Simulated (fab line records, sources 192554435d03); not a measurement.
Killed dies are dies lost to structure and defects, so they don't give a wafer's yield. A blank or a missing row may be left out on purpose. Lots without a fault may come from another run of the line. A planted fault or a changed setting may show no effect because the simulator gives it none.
A struck lot beside a sound one | flow n5_finfet | 39 steps out of a route of 1938
Sound: wafers L835.2, L835.3, L835.6. Struck: wafers L843.4, L843.6. The cause comes at the end.
At each step with rows: each side's tool, then ch and its chambers, then its first start. Under that, the readings that differ: sound wafers | struck wafers | difference of the means | sigmas: that difference in standard deviations of wafers without a fault.
alike: readings whose means differ by less than 2 such deviations, and words and numbers that are the same on both sides. not compared: withheld readings, readings that some wafer has no value for, bounds like >300 that may hide the same value, and numbers for which the record gives no deviation and whose values overlap.
The two part at a step that has a row with sigmas, a row that says differs or no value, or rows on one side only. Numbers that don't overlap but have no deviation are shown without sigmas and don't part them. A reading that every wafer of one side lacks parts them only if that side has two wafers or more.

first, 11 steps without rows for these wafers: N5_BEOL_M3_STRIP_65 (strips in N2/H2); N5_BEOL_M3_STRIP_75 (strips in N2/H2); N5_BEOL_M3_STRIP_66 (strips in CF4); N5_BEOL_M3_HM_OPEN_17 (chemistry Cl2/BCl3, target TiN, target depth 20 nm, overetch 6 nm); N5_BEOL_M3_STRIP_19 (strips in O2); N5_BEOL_M3_COAT_67 (time 60 s, resist thk 60 nm); N5_BEOL_M3_COAT_68 (time 60 s, resist thk 12 nm); N5_BEOL_M3_COAT_76 (time 60 s, resist thk 5 nm); N5_BEOL_M3_COAT_22 (resist thk 30 nm); N5_BEOL_M3_EBR_24; N5_BEOL_M3_SOFTBAKE_23 (time 60 s).
N5_BEOL_M3_EXPOSE_25: exposes mask V2, defocus 5 nm.
  sound on euv_scanner-02 ch 0, day 9 16:12; struck on euv_scanner-02 ch 0, day 11 04:46
  reading                         | sound       | struck | difference | sigmas
  model.BEOL_M3.overlay_x_nm (nm) | 0.4 0.4 0.4 | 10 10  | +10        |
  alike: mask
then, 2 steps without rows for these wafers: N5_BEOL_M3_PEB_26 (peb time 60 s); N5_BEOL_M3_DEVELOP_27 (develop time 30 s).
N5_BEOL_M3_OVL_MEAS_29:
  sound on overlay-01 ch 0, day 9 16:23; struck on overlay-02 ch 0, day 11 04:56
  reading     | sound         | struck  | difference | sigmas
  V2_OVL (nm) | -0.3 -0.4 0.9 | 9.1 9.2 | +9.1       | +12
then, 22 steps without rows for these wafers: N5_BEOL_M3_DESCUM_33 (chemistry O2, time 7 s); N5_BEOL_M3_ETCH_77 (etches underlayer in N2/H2, target depth 6.5 nm, time 5.2 s); N5_BEOL_M3_ETCH_69 (etches SiARC in CF4, target depth 15.6 nm, time 26 s); N5_BEOL_M3_ALD_98 (deposits SiO2, target thk 2.5 nm, pulse time 1 s, co reactant pulse time 1 s); N5_BEOL_M3_ETCHBACK_99 (etches SiO2 in CHF3, target depth 5 nm, time 10.4 s); N5_BEOL_M3_ETCH_70 (etches SOC in N2/H2, target depth 80 nm, overetch 16 nm, time 120 s); N5_BEOL_M3_STRIP_71 (strips in N2/H2); N5_BEOL_M3_STRIP_78 (strips in N2/H2); N5_BEOL_M3_VIA_ETCH_34 (etches the open film in C4F6/O2, target depth 69.4 nm, time 65.9 s); N5_BEOL_M3_STRIP_83 (strips in C4F6/O2); N5_BEOL_M3_STRIP_36 (strips in N2/H2); N5_BEOL_M3_TRENCH_ETCH_37 (etches SiOC in C4F6/O2, target depth 55.555 nm, time 29.2 s); N5_BEOL_M3_ETCH_41 (etches SiCN in CH3F/O2, target depth 29.9 nm, time 52.5 s); N5_BEOL_M3_STRIP_97 (strips in N2/H2, time 10 s); N5_BEOL_M3_HM_STRIP_39 (strips TiN in peroxide tin strip, target depth 25 nm, time 158 s); N5_BEOL_M3_SRD_40 (time 30 s); N5_BEOL_M3_PRECLEAN_42 (cleans in residue remover, time 60 s); N5_BEOL_M3_SRD_43 (time 30 s); N5_BEOL_M3_DEGAS_44 (time 60 s); N5_BEOL_M3_PRE_CLEAN_45 (time 30 s); N5_BEOL_M3_ALD_84 (deposits TaN, pulse time 2 s, purge time 3 s, co reactant purge time 2 s); N5_BEOL_M3_SURFACE_TREAT_85.
N5_BEOL_M4_RC_MEAS_101:
  sound on prober-01 ch 0, day 10 19:16; struck on prober-01 ch 0, day 12 14:20
  alike: DIBL_N, DIBL_P, IOFF_N, IOFF_P, ION_N, ION_P, SS_N, SS_P, VT_N, VT_P
-- the record jumps here: 5 days lie between the struck wafers' starts before and after (it left off in module BEOL_M4 and takes up again in module PASSIVATION, whose first step shown is number 1936 of the route) --
N5_PASSIVATION_PROBE_49:
  the record has rows for the struck wafers here (prober-01, day 17 18:22) and none for the sound ones

WHERE THEY PART
First at N5_BEOL_M3_OVL_MEAS_29; last, within this record, at N5_PASSIVATION_PROBE_49.

WHY: what the simulator had put in
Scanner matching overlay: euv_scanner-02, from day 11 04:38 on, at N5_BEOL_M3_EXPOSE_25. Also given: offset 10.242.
